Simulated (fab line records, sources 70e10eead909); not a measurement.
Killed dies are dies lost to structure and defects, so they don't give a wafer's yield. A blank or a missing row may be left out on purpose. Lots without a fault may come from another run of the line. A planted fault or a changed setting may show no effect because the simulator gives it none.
Which tool did it? | flow nand_harc | 11 lots, 33 wafers sampled, at 5 steps of a route of 1302

WHAT THE GAUGES READ, wafer by wafer
NHARC_END_SORT_01. Usual: killed_at_array 54, standard deviation 17; killed_at_other 0.7, standard deviation 1; killed_at_periphery 3.7, standard deviation 2.9; killed_dies 58, standard deviation 16; killed_open 3.2, standard deviation 1.9; killed_short 2.2, standard deviation 1.5.
lot  | measured     | on        | killed_at_array | killed_at_other | killed_at_periphery | killed_dies | killed_open | killed_short | flag
L595 | day 24 21:08 | prober-02 | 88 79 90        | 0 0 0           | 2 3 1               | 90 82 91    | 5 1 3       | 3 3 1        |
L598 | day 25 11:56 | prober-02 | 91 89 78        | 1 0 0           | 2 7 3               | 94 96 81    | 0 6 3       | 3 2 3        |
L597 | day 25 12:46 | prober-01 | 49 53 55        | 0 1 1           | 0 4 4               | 49 58 60    | 2 2 5       | 3 1 0        |
L599 | day 25 22:12 | prober-01 | 63 59 55        | 1 1 0           | 4 6 3               | 68 66 58    | 1 4 1       | 2 1 1        |
L600 | day 26 16:55 | prober-02 | 60 38 53        | 0 0 0           | 0 0 0               | 60 38 53    | 5 1 6       | 5 2 1        |
L601 | day 27 07:11 | prober-01 | 52 54 55        | 2 1 0           | 3 1 3               | 57 56 58    | 2 2 3       | 2 2 2        |
L604 | day 27 21:37 | prober-02 | 70 81 57        | 2 2 0           | 4 3 3               | 76 86 60    | 1 5 5       | 1 0 0        |
L603 | day 27 22:20 | prober-01 | 63 55 57        | 0 0 1           | 5 1 4               | 68 56 62    | 5 4 2       | 3 1 2        |
L602 | day 28 06:05 | prober-01 | 52 49 50        | 0 0 1           | 1 1 1               | 53 50 52    | 3 2 5       | 3 3 3        |
L614 | day 32 06:31 | prober-02 | 48 55 25        | 0 0 0           | 7 5 7               | 55 60 32    | 1 7 3       | 5 2 0        |
L615 | day 32 07:22 | prober-01 | 23 33 27        | 1 0 0           | 0 3 3               | 24 36 30    | 3 3 5       | 1 5 0        |

WHICH TOOL RAN EACH LOT (tool, then ch and the chambers of the sampled wafers, then the start)
lot  | NHARC_A_CONTACT_DEP_28        | NHARC_A_CONTACT_DESCUM_47          | NHARC_A_CONTACT_ETCH_49                       | NHARC_A_CONTACT_ETCH_51
L595 | acl_dep-01 ch 0, day 21 18:17 | rie_diel-05 ch 0,2,3, day 21 23:28 | rie_diel-05 ch 1,2,3, day 22 00:19 or earlier | rie_diel-05 ch 0,1,2, day 22 00:19
L598 | acl_dep-02 ch 0, day 22 08:59 | rie_diel-05 ch 1,2,3, day 22 14:04 | rie_diel-05 ch 0,1,2, day 22 14:49 or earlier | rie_diel-05 ch 1,2,3, day 22 14:49
L597 | acl_dep-03 ch 0, day 22 09:23 | rie_diel-13 ch 0,3, day 22 13:50   | rie_diel-13 ch 0,3, day 22 14:36 or earlier   | rie_diel-13 ch 0,1,3, day 22 14:36
L599 | acl_dep-03 ch 0, day 22 21:19 | rie_diel-04 ch 1,2, day 23 01:38   | rie_diel-04 ch 0,1,2, day 23 02:23 or earlier | rie_diel-04 ch 0,1,3, day 23 02:23
L600 | acl_dep-03 ch 0, day 23 12:07 | rie_diel-04 ch 1,2,3, day 23 15:58 | rie_diel-04 ch 2,3, day 23 16:59 or earlier   | rie_diel-04 ch 0,2,3, day 23 16:59
L601 | acl_dep-02 ch 0, day 24 01:55 | rie_diel-13 ch 0,1, day 24 07:06   | rie_diel-13 ch 0,1,3, day 24 07:42 or earlier | rie_diel-13 ch 0,1, day 24 07:42
L604 | acl_dep-01 ch 0, day 24 17:24 | rie_diel-13 ch 0,1,3, day 24 22:35 | rie_diel-13 ch 0,2,3, day 24 23:13 or earlier | rie_diel-13 ch 1,2,3, day 24 23:13
L603 | acl_dep-03 ch 0, day 24 18:24 | rie_diel-05 ch 0,1,3, day 24 22:50 | rie_diel-05 ch 0,2,3, day 24 23:34 or earlier | rie_diel-05 ch 0,1,3, day 24 23:34
L602 | acl_dep-03 ch 0, day 24 22:37 | rie_diel-05 ch 0,1,2, day 25 02:58 | rie_diel-05 ch 1,3, day 25 03:56 or earlier   | rie_diel-05 ch 0,1,2, day 25 03:56
L614 | acl_dep-02 ch 0, day 29 05:35 | rie_diel-05 ch 0,1,3, day 29 10:55 | rie_diel-05 ch 1,2,3, day 29 11:31 or earlier | rie_diel-05 ch 2,3, day 29 11:31
L615 | acl_dep-01 ch 0, day 29 07:02 | rie_diel-05 ch 0,1,3, day 29 11:28 | rie_diel-05 ch 0,3, day 29 12:56 or earlier   | rie_diel-05 ch 1,2,3, day 29 12:56
- NHARC_A_CONTACT_DEP_28: deposits aC, target thk 7000 nm.
- NHARC_A_CONTACT_DESCUM_47: chemistry O2, time 3 s.
- NHARC_A_CONTACT_ETCH_49: etches the open film in N2/H2, target depth 260 nm, time 475.3 s.
- NHARC_A_CONTACT_ETCH_51: etches the open film in O2/COS, target depth 7000 nm, time 1820 s.

WHAT THE TOOLS THEMSELVES READ (means of the sampled wafers that have a number; where no wafer has one, the mark that the record gives instead)
NHARC_A_CONTACT_DEP_28. Usual: throttle_valve_pct 35.000 %, standard deviation 0.0089.
lot  | tool       | throttle_valve_pct (%) | flag
L595 | acl_dep-01 | 35.007                 |
L598 | acl_dep-02 | 35.004                 |
L597 | acl_dep-03 | 34.998                 |
L599 | acl_dep-03 | 35.002                 |
L600 | acl_dep-03 | 34.988                 |
L601 | acl_dep-02 | 35.002                 |
L604 | acl_dep-01 | 35.004                 |
L603 | acl_dep-03 | 34.998                 |
L602 | acl_dep-03 | 35.001                 |
L614 | acl_dep-02 | 35.004                 |
L615 | acl_dep-01 | 35.004                 |

NHARC_A_CONTACT_DESCUM_47. Usual: drypump_motor_current_A 5.6 A, standard deviation 0.38; oes_product_au 1.004 a.u., standard deviation 0.013; rf_vpp_V 57.9 V, standard deviation 0.89; showerhead_plenum_p_Torr 1.93 Torr, standard deviation 0.11; throttle_valve_pct 11.312 %, standard deviation 0.0097.
lot  | tool        | drypump_motor_current_A (A) | oes_product_au (a.u.) | rf_vpp_V (V) | showerhead_plenum_p_Torr (Torr) | throttle_valve_pct (%) | flag
L595 | rie_diel-05 | 5.5                         | 1.002                 | 58.6         | 1.91                            | 11.322                 |
L598 | rie_diel-05 | 5.6                         | 1.005                 | 58.1         | 1.91                            | 11.305                 |
L597 | rie_diel-13 | 5.5                         | 1.005                 | 58.4         | 1.94                            | 11.302                 |
L599 | rie_diel-04 | 5.5                         | 0.987                 | 57.3         | 1.81                            | 11.309                 |
L600 | rie_diel-04 | 5.7                         | 0.988                 | 57.7         | 1.92                            | 11.307                 |
L601 | rie_diel-13 | 5.7                         | 1.005                 | 57.9         | 1.86                            | 11.318                 |
L604 | rie_diel-13 | 5.6                         | 0.992                 | 57.7         | 1.89                            | 11.313                 |
L603 | rie_diel-05 | 5.9                         | 1.005                 | 57.8         | 2.00                            | 11.309                 |
L602 | rie_diel-05 | 5.8                         | 1.010                 | 58.5         | 1.97                            | 11.305                 |
L614 | rie_diel-05 | 5.9                         | 1.012                 | 58.0         | 1.99                            | 11.306                 |
L615 | rie_diel-05 | 5.9                         | 1.000                 | 57.6         | 1.99                            | 11.308                 |

NHARC_A_CONTACT_ETCH_49. Usual: drypump_motor_current_A 5.6 A, standard deviation 0.37; oes_product_au 1.003 a.u., standard deviation 0.013; rf_vpp_V 431 V, standard deviation 3.4; showerhead_plenum_p_Torr 2.07 Torr, standard deviation 0.12; throttle_valve_pct 14.170 %, standard deviation 0.0092.
lot  | tool        | drypump_motor_current_A (A) | oes_product_au (a.u.) | rf_vpp_V (V) | showerhead_plenum_p_Torr (Torr) | throttle_valve_pct (%) | flag
L595 | rie_diel-05 | 5.6                         | 1.015                 | 430          | 2.03                            | 14.176                 |
L598 | rie_diel-05 | 5.8                         | 0.996                 | 432          | 2.11                            | 14.161                 |
L597 | rie_diel-13 | 5.5                         | 1.001                 | 431          | 2.07                            | 14.172                 |
L599 | rie_diel-04 | 5.6                         | 1.008                 | 429          | 2.01                            | 14.169                 |
L600 | rie_diel-04 | 6.0                         | 1.008                 | 430          | 2.02                            | 14.178                 |
L601 | rie_diel-13 | 5.6                         | 1.001                 | 430          | 2.02                            | 14.172                 |
L604 | rie_diel-13 | 5.3                         | 1.008                 | 432          | 2.09                            | 14.176                 |
L603 | rie_diel-05 | 5.5                         | 1.005                 | 430          | 2.03                            | 14.168                 |
L602 | rie_diel-05 | 5.7                         | 1.006                 | 431          | 2.06                            | 14.161                 |
L614 | rie_diel-05 | 5.6                         | 1.006                 | 431          | 2.02                            | 14.172                 |
L615 | rie_diel-05 | 5.8                         | 1.007                 | 434          | 2.13                            | 14.161                 |

NHARC_A_CONTACT_ETCH_51. Usual: drypump_motor_current_A 5.6 A, standard deviation 0.38; o2_flow_sccm 400.0 sccm, standard deviation 1.1; oes_product_au 1.002 a.u., standard deviation 0.013; rf_vpp_V 314.4 V, standard deviation 2.7; showerhead_plenum_p_Torr 3.15 Torr, standard deviation 0.18; throttle_valve_pct 28.330 %, standard deviation 0.0087.
lot  | tool        | drypump_motor_current_A (A) | o2_flow_sccm (sccm) | oes_product_au (a.u.) | rf_vpp_V (V) | showerhead_plenum_p_Torr (Torr) | throttle_valve_pct (%) | flag
L595 | rie_diel-05 | 5.8                         | 401.0               | 1.000                 | 315.7        | 3.22                            | 28.328                 |
L598 | rie_diel-05 | 5.6                         | 399.2               | 1.009                 | 315.0        | 3.11                            | 28.327                 |
L597 | rie_diel-13 | 5.6                         | 399.1               | 0.998                 | 313.7        | 3.11                            | 28.332                 |
L599 | rie_diel-04 | 5.8                         | 399.2               | 1.000                 | 314.6        | 3.10                            | 28.330                 |
L600 | rie_diel-04 | 5.8                         | 400.6               | 1.003                 | 314.3        | 3.20                            | 28.333                 |
L601 | rie_diel-13 | 5.7                         | 399.4               | 1.008                 | 313.0        | 3.04                            | 28.333                 |
L604 | rie_diel-13 | 5.4                         | 398.6               | 0.995                 | 314.5        | 3.14                            | 28.333                 |
L603 | rie_diel-05 | 5.9                         | 401.1               | 1.011                 | 316.5        | 3.26                            | 28.332                 |
L602 | rie_diel-05 | 5.8                         | 400.9               | 1.008                 | 315.5        | 3.21                            | 28.327                 |
L614 | rie_diel-05 | 5.3                         | 533.2               | 1.001                 | 312.3        | 3.57                            | 34.202                 | OFF
L615 | rie_diel-05 | 5.6                         | 466.4               | 1.003                 | 313.2        | 3.39                            | 31.261                 | OFF

THE ANSWER, worked out from the rows above alone
Rule: a lot is off if the mean of its wafers that have a number lies more than 3 standard deviations from the usual mean. A lot without any number at a reading at which 4 lots or more have one is off too. The other lots that the step has rows for count as sound. The gauges are gone through in route order, then the tools' own readings, and for those a lot's mean is taken as printed above. The first step at which some lot is off is used, and at that step the reading that is off furthest; a lot without a number counts as furthest.
Off: L614, L615, at NHARC_A_CONTACT_ETCH_51 (throttle_valve_pct).
A tool fits if, at that step or a process step before it, it ran every lot that is off, and no sound lot after the first of them. NHARC_A_CONTACT_ETCH_49 gives no start for some lots, so the hours and the order of its lots are those of NHARC_A_CONTACT_ETCH_51. One fits: rie_diel-05 at NHARC_A_CONTACT_DESCUM_47 and NHARC_A_CONTACT_ETCH_49 and NHARC_A_CONTACT_ETCH_51. At NHARC_A_CONTACT_DESCUM_47 its last sound lot is L602 (day 25 02:58), its first lot that is off L614 (day 29 10:55): a fault that began between those two fits.

WHAT THE SIMULATOR HAD PUT IN
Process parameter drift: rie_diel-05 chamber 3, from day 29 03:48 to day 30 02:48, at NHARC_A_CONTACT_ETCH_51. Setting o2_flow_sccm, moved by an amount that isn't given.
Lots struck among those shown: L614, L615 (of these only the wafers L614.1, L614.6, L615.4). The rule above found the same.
